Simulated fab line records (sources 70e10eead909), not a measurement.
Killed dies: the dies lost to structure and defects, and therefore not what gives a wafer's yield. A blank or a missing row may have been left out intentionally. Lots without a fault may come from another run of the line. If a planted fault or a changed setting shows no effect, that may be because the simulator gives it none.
Which tool was responsible? || flow nand-harc || Sampling: 11 lots, 33 wafers, 5 of 1302 route steps

WHAT THE GAUGES SHOWED, per wafer
NHARC_END_SORT_01.
{"lot": "L205", "measured": "day 27 01:40", "on": "prober-02", "killed-at-array": "33 46 566"}
{"lot": "L207", "measured": "day 27 05:46", "on": "prober-01", "killed-at-array": "49 577 570"}
{"lot": "L208", "measured": "day 27 19:38", "on": "prober-02", "killed-at-array": "69 81 578"}

EACH LOT AND THE TOOL THAT RAN IT (in order: tool; ch and the chambers of the sampled wafers; start)
{"lot": "L200", "NHARC_A_CONTACT_STRIP_26": "rie-diel-10 ch 0,2,3, day 22 02:58 or earlier", "NHARC_A_CONTACT_ALD_18": "ald-metal-02 ch 1,2,3, day 22 02:58", "NHARC_A_BLC_ETCH_17": "rie-diel-03 ch 0,1,2, day 22 05:23", "NHARC_A_BLC_STRIP_29": "rie-diel-03 ch 1,2, day 22 06:10"}
{"lot": "L205", "NHARC_A_CONTACT_STRIP_26": "rie-diel-12 ch 0,2,3, day 25 02:22 or earlier", "NHARC_A_CONTACT_ALD_18": "ald-metal-04 ch 0,1,2, day 25 02:22", "NHARC_A_BLC_ETCH_17": "rie-diel-11 ch 0,1,3, day 25 04:46", "NHARC_A_BLC_STRIP_29": "rie-diel-03 ch 1,2,3, day 25 05:35"}
{"lot": "L207", "NHARC_A_CONTACT_STRIP_26": "rie-diel-12 ch 1,2, day 25 06:16 or earlier", "NHARC_A_CONTACT_ALD_18": "ald-metal-02 ch 2,3, day 25 06:16", "NHARC_A_BLC_ETCH_17": "rie-diel-11 ch 2,3, day 25 08:34", "NHARC_A_BLC_STRIP_29": "rie-diel-11 ch 1,2, day 25 09:22"}
{"lot": "L208", "NHARC_A_CONTACT_STRIP_26": "rie-diel-12 ch 0,1, day 25 17:41 or earlier", "NHARC_A_CONTACT_ALD_18": "ald-metal-02 ch 1,2, day 25 17:41", "NHARC_A_BLC_ETCH_17": "rie-diel-11 ch 0,3, day 25 20:02", "NHARC_A_BLC_STRIP_29": "rie-diel-03 ch 1,2, day 25 20:55"}
{"lot": "L214", "NHARC_A_CONTACT_STRIP_26": "rie-diel-12 ch 0,2,3, day 28 04:25 or earlier", "NHARC_A_CONTACT_ALD_18": "ald-metal-01 ch 0,1, day 28 04:25", "NHARC_A_BLC_ETCH_17": "rie-diel-03 ch 0,1,3, day 28 06:49", "NHARC_A_BLC_STRIP_29": "rie-diel-03 ch 0,3, day 28 07:41"}
{"lot": "L213", "NHARC_A_CONTACT_STRIP_26": "rie-diel-12 ch 0,3, day 28 12:02 or earlier", "NHARC_A_CONTACT_ALD_18": "ald-metal-02 ch 0,1,2, day 28 12:02", "NHARC_A_BLC_ETCH_17": "rie-diel-11 ch 0,1,2, day 28 14:26", "NHARC_A_BLC_STRIP_29": "rie-diel-03 ch 0,2,3, day 28 15:16"}
{"lot": "L217", "NHARC_A_CONTACT_STRIP_26": "rie-diel-12 ch 0,1,2, day 28 18:08 or earlier", "NHARC_A_CONTACT_ALD_18": "ald-metal-04 ch 0,3, day 28 18:08", "NHARC_A_BLC_ETCH_17": "rie-diel-11 ch 1,2,3, day 28 20:37", "NHARC_A_BLC_STRIP_29": "rie-diel-11 ch 2,3, day 28 21:21"}
{"lot": "L218", "NHARC_A_CONTACT_STRIP_26": "rie-diel-12 ch 0,2,3, day 30 14:47 or earlier", "NHARC_A_CONTACT_ALD_18": "ald-metal-02 ch 0,1,3, day 30 14:47", "NHARC_A_BLC_ETCH_17": "rie-diel-03 ch 0,1,2, day 30 17:10", "NHARC_A_BLC_STRIP_29": "rie-diel-11 ch 1,3, day 30 18:01"}
{"lot": "L221", "NHARC_A_CONTACT_STRIP_26": "rie-diel-12 ch 0,3, day 31 05:37 or earlier", "NHARC_A_CONTACT_ALD_18": "ald-metal-02 ch 1,3, day 31 05:37", "NHARC_A_BLC_ETCH_17": "rie-diel-11 ch 1,2,3, day 31 08:03", "NHARC_A_BLC_STRIP_29": "rie-diel-03 ch 0,3, day 31 08:50"}
{"lot": "L222", "NHARC_A_CONTACT_STRIP_26": "rie-diel-12 ch 2,3, day 31 13:19 or earlier", "NHARC_A_CONTACT_ALD_18": "ald-metal-04 ch 0,1,3, day 31 13:19", "NHARC_A_BLC_ETCH_17": "rie-diel-03 ch 0,1,2, day 31 15:43", "NHARC_A_BLC_STRIP_29": "rie-diel-11 ch 0,1,3, day 31 16:32"}
{"lot": "L223", "NHARC_A_CONTACT_STRIP_26": "rie-diel-12 ch 1,2,3, day 31 23:09 or earlier", "NHARC_A_CONTACT_ALD_18": "ald-metal-04 ch 0,2, day 31 23:09", "NHARC_A_BLC_ETCH_17": "rie-diel-03 ch 1,3, day 32 01:22", "NHARC_A_BLC_STRIP_29": "rie-diel-11 ch 2,3, day 32 02:15"}
- NHARC_A_CONTACT_STRIP_26: strips in O2.
- NHARC_A_CONTACT_ALD_18: deposits TiN, target thk 3 nm, pulse time 1 s, ald cycles 150.
- NHARC_A_BLC_ETCH_17: etches the open film in N2/H2, target depth 390 nm, time 609.38 s.
- NHARC_A_BLC_STRIP_29: strips in CF4.

THE ANSWER, worked out from the rows above alone
Rule: the lots themselves supply what counts as usual. Put in order of their means at a reading, lots are off if they are a third of the lots or fewer, leave a main group of 4 or more, and stand apart from it by a gap of 3 or more times the standard deviation of the main group's means; of several such gaps the widest counts. If all means in a main group match to the digits the tables above print for the reading, that group is not used. A lot without any number at a reading at which 4 lots or more have one is off too. The other lots that the step has rows for count as sound.
No lot is off at any reading shown: from this, nothing can be told.

WHAT WAS PUT IN BY THE SIMULATOR
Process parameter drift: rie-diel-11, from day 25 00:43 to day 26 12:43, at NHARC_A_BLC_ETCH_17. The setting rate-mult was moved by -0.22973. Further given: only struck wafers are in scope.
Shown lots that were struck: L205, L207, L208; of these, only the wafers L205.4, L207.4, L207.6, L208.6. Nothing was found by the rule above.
